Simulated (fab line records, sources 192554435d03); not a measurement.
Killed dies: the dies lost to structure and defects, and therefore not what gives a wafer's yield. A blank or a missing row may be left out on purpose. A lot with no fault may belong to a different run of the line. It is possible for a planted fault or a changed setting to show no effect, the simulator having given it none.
A lot that was struck, set against a sound lot + flow n5Finfet + 15 out of 1938 route steps
Sound: wafers L252.1, L252.3, L252.4. Struck: wafers L257.3, L257.6. (L257.1 of the same lot was not struck and is left out.) The cause comes at the end.
At each step with rows: each side's tool, then ch and its chambers, then its first start. Under that, the readings that differ: sound wafers + struck wafers + difference of the means + sigmas: that difference in standard deviations of wafers without a fault.
alike: a reading whose means differ by less than 2 such deviations, as well as words and numbers matching on both sides. not compared: withheld readings; readings where some wafer has no value; bounds like >300 that might hide an equal value; numbers whose values overlap and for which the record gives no deviation.
A row with sigmas, a row that says differs or no value, or rows on one side alone: a step with any of these is where the two part. When numbers do not overlap yet have no deviation, they are printed without sigmas and do not part them. A reading missing from all wafers of one side parts the sides only when that side holds two or more wafers.

first, 5 steps without rows for these wafers: N5_PASSIVATION_SOFTBAKE_05 (time 90 s); N5_PASSIVATION_EXPOSE_07 (exposes mask TV, defocus 0 nm, target cd 3000 nm); N5_PASSIVATION_PEB_08; N5_PASSIVATION_DEVELOP_09 (develop time 60 s); N5_PASSIVATION_HARDBAKE_11 (time 120 s).
N5_PASSIVATION_CD_MEAS_10: target cd 3000 nm.
  sound on cdSem-03 ch 0, day 14 00:20; struck on cdSem-03 ch 0, day 16 01:17
  alike: cdNm
N5_PASSIVATION_OVL_MEAS_60:
  sound on overlay-01 ch 0, day 14 00:22; struck on overlay-02 ch 0, day 16 01:19
  alike: TV_OVL
N5_PASSIVATION_INSPECT_61: inspects for defects (macro).
  struck on defectInspect-01, day 16 01:20; sound on defectInspect-02, day 14 00:23
  alike: rawDefectCount
N5_PASSIVATION_DESCUM_12: chemistry O2, time 7.9 s.
  sound on rieDiel-01 ch 1,2,3, day 14 00:26; struck on rieDiel-01 ch 0,1, day 16 01:39
  alike: drypumpMotorCurrentA, oesProductAu, rfVppV, showerheadPlenumPTorr, throttleValvePct
  not compared: rfHoursCounterH
N5_PASSIVATION_PASS_ETCH_74: etches SiNx in CF4/O2, target depth 220 nm, time 110 s.
  sound on rieDiel-01 ch 1,2,3, day 14 00:29; struck on rieDiel-01 ch 0,1, day 16 01:43
  alike: biasW, drypumpMotorCurrentA, oesProductAu, rfVppV, showerheadPlenumPTorr, throttleValvePct
  not compared: rfHoursCounterH
N5_PASSIVATION_VIA_ETCH_13: etches SiO2 in CHF3/O2, target depth 660 nm, time 330 s.
  sound on rieDiel-01 ch 1,2,3, day 14 00:35; struck on rieDiel-01 ch 0,1, day 16 01:48
  alike: biasW, drypumpMotorCurrentA, etchRfOnTimeS, oesProductAu, rfVppV, showerheadPlenumPTorr, throttleValvePct
  not compared: rfHoursCounterH
N5_PASSIVATION_STRIP_14: strips in O2.
  sound on rieDiel-01 ch 1,2,3, day 14 00:47; struck on rieDiel-01 ch 0,1, day 16 02:00
  alike: drypumpMotorCurrentA, oesProductAu, rfVppV, showerheadPlenumPTorr, throttleValvePct
  not compared: rfHoursCounterH
N5_PASSIVATION_ETCH_15: etches SiCN in CF4/N2, target depth 75 nm, time 81.2 s.
  sound on rieDiel-01 ch 1,2,3, day 14 00:49; struck on rieDiel-01 ch 0,1, day 16 02:02
  alike: biasW, drypumpMotorCurrentA, oesProductAu, rfVppV, showerheadPlenumPTorr, throttleValvePct
  not compared: rfHoursCounterH, model.etch.depthNm
then, 1 step without rows for these wafers: N5_PASSIVATION_STRIP_73 (strips in post etch residue remover, time 60 s).
N5_PASSIVATION_PROBE_49:
  the record holds rows for the sound wafers here (prober-01, day 14 08:36) but none for the struck ones

WHERE THEY PART
Within this record, at N5_PASSIVATION_PROBE_49 only.

WHY: whatever the simulator had introduced
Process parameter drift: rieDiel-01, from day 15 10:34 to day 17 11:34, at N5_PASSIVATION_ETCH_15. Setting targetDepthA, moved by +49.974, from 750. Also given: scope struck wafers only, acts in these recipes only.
